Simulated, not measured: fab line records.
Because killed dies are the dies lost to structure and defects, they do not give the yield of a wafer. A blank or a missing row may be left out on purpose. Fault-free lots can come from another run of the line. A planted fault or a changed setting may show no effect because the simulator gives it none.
Split-lot trial -- flow n5Finfet -- 39 wafers read from 7 lots, route of 1938 steps

## ON THE SPLIT
At N5_DUMMY_GATE_ETCH_31 (etches SiO2 in C4F6/O2, target depth 82.5 nm, time 27.5 s), the setting targetDepthA was moved away from the recipe's 825 angstrom on 15 of the 39 wafers read, by -10.3% to +12.8%. The other wafers ran this setting at the recipe's value.

The split's own step is where the reading is taken.

## THE READING
SOC_of_DUMMY_GATE_COAT_34.thkNm (the simulator's own value, which no gauge read), in nm, at N5_DUMMY_GATE_ETCH_31 (etches SiO2 in C4F6/O2, target depth 82.5 nm, time 27.5 s). The file does not state a usual value for it. Across the 24 wafers here that went through the recipe, the average is 51.8 nm and the standard deviation 0.3 nm.

wafer,"tool, chamber at the split","targetDepthA as run, angstrom",against the recipe,"SOC_of_DUMMY_GATE_COAT_34.thkNm, nm",against lot-mates on the recipe
L074.1,"rieDiel-01, 3",825,recipe,51.8,-
L074.2,"rieDiel-01, 0",739.9,-10.3%,52.6,+0.9
L074.3,"rieDiel-01, 2",825,recipe,51.6,-
L074.4,"rieDiel-01, 2",739.9,-10.3%,52.4,+0.7
L074.5,"rieDiel-01, 0",825,recipe,51.8,-
L074.6,"rieDiel-01, 3",739.9,-10.3%,52.6,+0.9
L080.1,"rieDiel-03, 2",791.2,-4.1%,52.4,+0.3
L080.2,"rieDiel-03, 0",825,recipe,52,-
L080.3,"rieDiel-03, 1",825,recipe,52.2,-
L080.4,"rieDiel-03, 3",791.2,-4.1%,52,-0.1
L080.5,"rieDiel-03, 0",825,recipe,52,-
L080.6,"rieDiel-03, 1",791.2,-4.1%,52.4,+0.3
L081.1,"rieDiel-05, 1",930.6,+12.8%,50.6,-0.7
L081.2,"rieDiel-05, 2",825,recipe,51.2,-
L081.3,"rieDiel-05, 3",930.6,+12.8%,50.4,-0.9
L081.4,"rieDiel-05, 0",825,recipe,51.4,-
L081.5,"rieDiel-05, 1",930.6,+12.8%,50.6,-0.7
L081.6,"rieDiel-05, 2",825,recipe,51.4,-
L087.1,"rieDiel-03, 2",825,recipe,51.8,-
L087.2,"rieDiel-03, 0",825,recipe,52,-
L087.3,"rieDiel-03, 3",762.8,-7.5%,52.4,+0.5
L087.4,"rieDiel-03, 1",762.8,-7.5%,52.6,+0.7
L087.5,"rieDiel-03, 3",762.8,-7.5%,52.4,+0.5
L087.6,"rieDiel-03, 2",825,recipe,51.8,-
L089.1,"rieDiel-03, 2",825,recipe,51.8,-
L089.2,"rieDiel-03, 3",777.8,-5.7%,52.4,+0.5
L089.3,"rieDiel-03, 1",825,recipe,52,-
L089.4,"rieDiel-03, 0",777.8,-5.7%,52.4,+0.5
L089.5,"rieDiel-03, 3",777.8,-5.7%,52.4,+0.5
L089.6,"rieDiel-03, 0",825,recipe,51.8,-
L091.1,"rieDiel-05, 3",825,recipe,51.6,-
L091.3,"rieDiel-05, 2",825,recipe,51,-
L091.5,"rieDiel-05, 3",825,recipe,51.6,-
L092.1,"rieDiel-05, 3",825,recipe,52,-
L092.2,"rieDiel-05, 2",825,recipe,51.6,-
L092.3,"rieDiel-05, 0",825,recipe,52,-
L092.4,"rieDiel-05, 1",825,recipe,52,-
L092.5,"rieDiel-05, 3",825,recipe,52.2,-
L092.6,"rieDiel-05, 2",825,recipe,51.4,-

FIT RESULTS
A straight line over all 39 wafers: SOC_of_DUMMY_GATE_COAT_34.thkNm changes by -0.0924 nm for each +1% of targetDepthA; r = -0.88; the points scatter about the line by 0.26 nm.
The same after taking each lot's own level away (the mean of its wafers on the recipe; 39 wafers): -0.0705 nm for each +1%; r = -0.91; scatter 0.17 nm.
According to that fit, moving targetDepthA by its largest amount changes the reading by 0.9 nm.
The lots' own levels span 51.33 to 52.07 nm, that is 2.4 times the standard deviation above.
Thus the slope moves with the lot-to-lot level: the two fits are different.
Check: with one of the wafers moved furthest among these (+12.8%) left out of the fit, the line predicts -0.919 nm for it against its lot-mates. It came out at -0.733 nm against them.

## OTHER SPLITS ON THESE WAFERS
These wafers also went through other splits before the reading. Each is held against what the fit with the lots' levels taken away leaves over:
other split on the same wafers,wafers away from the commonest value,r with SOC_of_DUMMY_GATE_COAT_34.thkNm (lot level and that fit taken away)
N5_DUMMY_GATE_ETCH_37 sourceW,9,-0.02

## THE WHOLE CHAIN: every reading that the file lists as answering this split, in the file's order
step,what it does,reading,change (the file's fit),r (the file's)
N5_DUMMY_GATE_ETCH_31,"etches SiO2 in C4F6/O2, target depth 82.5 nm, time 27.5 s","etch.depthNm (the simulator's own value, which no gauge read)",+0.759 nm for each +1% of the setting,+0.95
N5_DUMMY_GATE_ETCH_31,"etches SiO2 in C4F6/O2, target depth 82.5 nm, time 27.5 s","SOC_of_DUMMY_GATE_COAT_34.thkNm (the simulator's own value, which no gauge read)",-0.0714 nm for each +1% of the setting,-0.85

## FILE'S OWN FIT
SOC_of_DUMMY_GATE_COAT_34.thkNm changes by -0.0714 nm for each +1% of targetDepthA, r = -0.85.
